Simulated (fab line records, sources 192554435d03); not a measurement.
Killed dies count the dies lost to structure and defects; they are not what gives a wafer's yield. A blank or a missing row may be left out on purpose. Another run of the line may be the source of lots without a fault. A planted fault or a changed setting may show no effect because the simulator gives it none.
Code-filled problem report in 8D (eight disciplines) form | flow n5_finfet | the parts of the form that need people (team, actions taken, sign-off) are left out

== 1. WHAT WENT WRONG ==
At N5_MIM_TOP_ETCH_ETCH_00, mfc_cl2_sccm averages 36.51 sccm over 4 wafers from 2 lots, while fault-free wafers read 53.26 sccm, standard deviation 0.16. That is -99 or more standard deviations from the usual mean.
The step: etches TiN in Cl2/BCl3, target depth 38.5 nm.
First observed at day 14 22:11: wafer L721.1, on rie_metal-02. The record holds 18 wafers of 6 lots with a number at this step. The rule behind "out" and "out of limits": a value lying over 4 standard deviations away from the usual mean. All remaining wafers that have a number are taken as sound.

== 2. WHAT IT IS AND WHAT IT IS NOT ==
question                    | is                               | is not
which readings at this step | mfc_cl2_sccm, throttle_valve_pct | drypump_motor_current_A, oes_product_au
which lots                  | L719, L721                       | L713, L718, L723, L724
which wafers of those lots  | L719.1, L719.6, L721.1, L721.3   | L719.2, L721.6
read on which tools         | rie_metal-02                     | rie_metal-01
when                        | from day 14 22:11                | up to then (7 sound wafers); but 7 sound wafers of L719, L723, L724 came after

== 3. WHAT RULES OUT EACH SUSPECT ==
Counting: any tool at a process step up to the reading remains a suspect provided it ran every lot that is out. Sound lots after the first of them don't rule it out here, since some wafers of a struck lot are sound.
- rie_metal-02 at N5_MIM_TOP_ETCH_ETCH_00 (etches TiN in Cl2/BCl3, target depth 38.5 nm): kept. It ran every lot that is out, first L721 (day 14 22:11); its last sound lot up to then is L718 (day 14 01:05). On those wafers its own readings are out: mfc_cl2_sccm, throttle_valve_pct.
- At N5_MIM_TOP_ETCH_ETCH_00 on rie_metal-02, chamber 1 took the sound wafers of the same lots and chamber 0 took the wafers that are out.
Left after counting: rie_metal-02 at N5_MIM_TOP_ETCH_ETCH_00.

== 4. THE CAUSE (what the simulator had put in) ==
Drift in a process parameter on rie_metal-02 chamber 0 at N5_MIM_TOP_ETCH_ETCH_00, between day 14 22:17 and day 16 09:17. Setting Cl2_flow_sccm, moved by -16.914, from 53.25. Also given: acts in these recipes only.
After counting, this tool was the only one left.

== 5. THE CHAIN OF EFFECTS, in route order ==
Rows list readings where the struck wafers' mean (over those with a number) sits beyond 3 standard deviations from the usual. Scope: only readings with a usual standard deviation given in the record; hours: median across lots of the time from each lot's start at the first step in this table that gives one to its start at this step; sigmas: change in usual standard deviations.
hours | step                    | reading            | usual      | on struck wafers | change | sigmas
0     | N5_MIM_TOP_ETCH_ETCH_00 | mfc_cl2_sccm       | 53.26 sccm | 36.51            | -16.75 | -99 or more
0     | N5_MIM_TOP_ETCH_ETCH_00 | throttle_valve_pct | 22.81 %    | 20.87            | -1.94  | -9.2
The process steps in it:
- N5_MIM_TOP_ETCH_ETCH_00: etches TiN in Cl2/BCl3, target depth 38.5 nm.

== 6. HOW IT WOULD HAVE BEEN CAUGHT EARLIER ==
In this record the first reading out of limits was taken at day 14 22:11.
